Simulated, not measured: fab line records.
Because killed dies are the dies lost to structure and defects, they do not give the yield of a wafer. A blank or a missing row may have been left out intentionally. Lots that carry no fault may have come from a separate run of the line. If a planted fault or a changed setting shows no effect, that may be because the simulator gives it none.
Comparing a struck lot with a sound one    flow n5Finfet    14 out of 1938 route steps
Sound: the wafers L729.3, L729.5, L729.6. Struck: wafers L722.1, L722.3, L722.4. The cause is named last.
For every step that has rows: the tool of each side, followed by ch and its chambers, followed by its first start. Under that, the readings that differ: sound wafers    struck wafers    difference of the means    sigmas: that difference in standard deviations of wafers without a fault.
alike: same words and numbers on both sides, and readings whose means sit less than 2 such deviations apart. not compared: any withheld reading, any reading some wafer has no value for, any bound like >300 that may hide the same value, and any number with overlapping values for which the record gives no deviation.
A row with sigmas, a row that says differs or no value, or rows on one side alone: a step with any of these is where the two part. When numbers do not overlap yet have no deviation, they are printed without sigmas and do not part them. Lack of a reading on every wafer of one side parts them only where that side has two or more wafers.

first, 10 steps without rows for these wafers: N5_DUMMY_GATE_ETCH_23 (etches poly-Si in HBr/Cl2/O2, target depth 41 nm, time 22.3 s); N5_DUMMY_GATE_ETCH_44 (etches poly-Si in HBr/O2, stops on SiO2, target depth 127.5 nm); N5_DUMMY_GATE_ETCH_42 (etches SiO2 in CHF3/O2, target depth 3.5 nm, time 31 s); N5_DUMMY_GATE_STRIP_48 (strips in N2/H2, time 20 s); N5_DUMMY_GATE_PRECLEAN_33 (cleans in dHF, time 10 s); N5_DUMMY_GATE_PRECLEAN_25 (cleans in O3/DIW, time 45 s); N5_DUMMY_GATE_PRECLEAN_51 (cleans in SC2, time 45 s); N5_DUMMY_GATE_SRD_26 (time 30 s); N5_DUMMY_GATE_UV_OZONE_45 (time 120 s); N5_SPACER0_ALD_07 (deposits SiNx, target thk 2 nm).
N5_SPACER0_ALD_00: deposits SiOCN, target thk 3.5 nm, pulse time 3 s, purge time 2 s.
  sound on aldSin-03 ch 0,3, day 7 17:31; struck on aldSin-03 ch 0,2,3, day 5 20:35
  no value came back on the struck wafers for any of 5 readings (aldCycles, chamberPressureTorr (Torr) and others); on the sound wafers aldCycles reads 58 58 58
then, 1 step without rows for these wafers: N5_SPACER0_ALD_08 (deposits SiNx, target thk 2 nm).
N5_BEOL_M4_RC_MEAS_101:
  the record has rows for the sound wafers here (prober-01 ch 0, day 12 12:43) and none for the struck ones
-- the record jumps here: 9 days lie between the struck wafers' starts before and after (it left off in module BEOL_M4 and takes up again in module PASSIVATION, whose first step shown is number 1936 of the route) --
N5_PASSIVATION_PROBE_49:
  struck on prober-02, day 15 05:19; sound on prober-02, day 16 22:05
reading                  sound           struck          difference  sigmas
defectLimitedYield (%)   89.7 90.8 93.0  0 0 0           -91         -61
killedAtFrontEnd         54 63 35        1103 1114 1100  +1055       +88
killedDies               121 109 83      1180 1180 1180  +1076       +60
killedOnRim              19 20 8         152 152 152     +136        +32
killedOpen               74 60 48        90 92 88        +29         +2
sort_bin_5_function (%)  5.9 5.7 3.6     95.5 96.2 96.1  +90.9       +91
sortNPass                1059 1071 1097  0 0 0           -1076       -60
sortYieldPct (%)         89.7 90.8 93.0  0 0 0           -91         -61
  alike: killed_at_M0_to_M3, killed_at_M4_up, killedAtContacts, killedAtOther, killedShort, sort_bin_6_memory

WHERE THEY PART
Earliest at N5_SPACER0_ALD_00; latest, in this record, at N5_PASSIVATION_PROBE_49.

WHY: the cause the simulator had injected
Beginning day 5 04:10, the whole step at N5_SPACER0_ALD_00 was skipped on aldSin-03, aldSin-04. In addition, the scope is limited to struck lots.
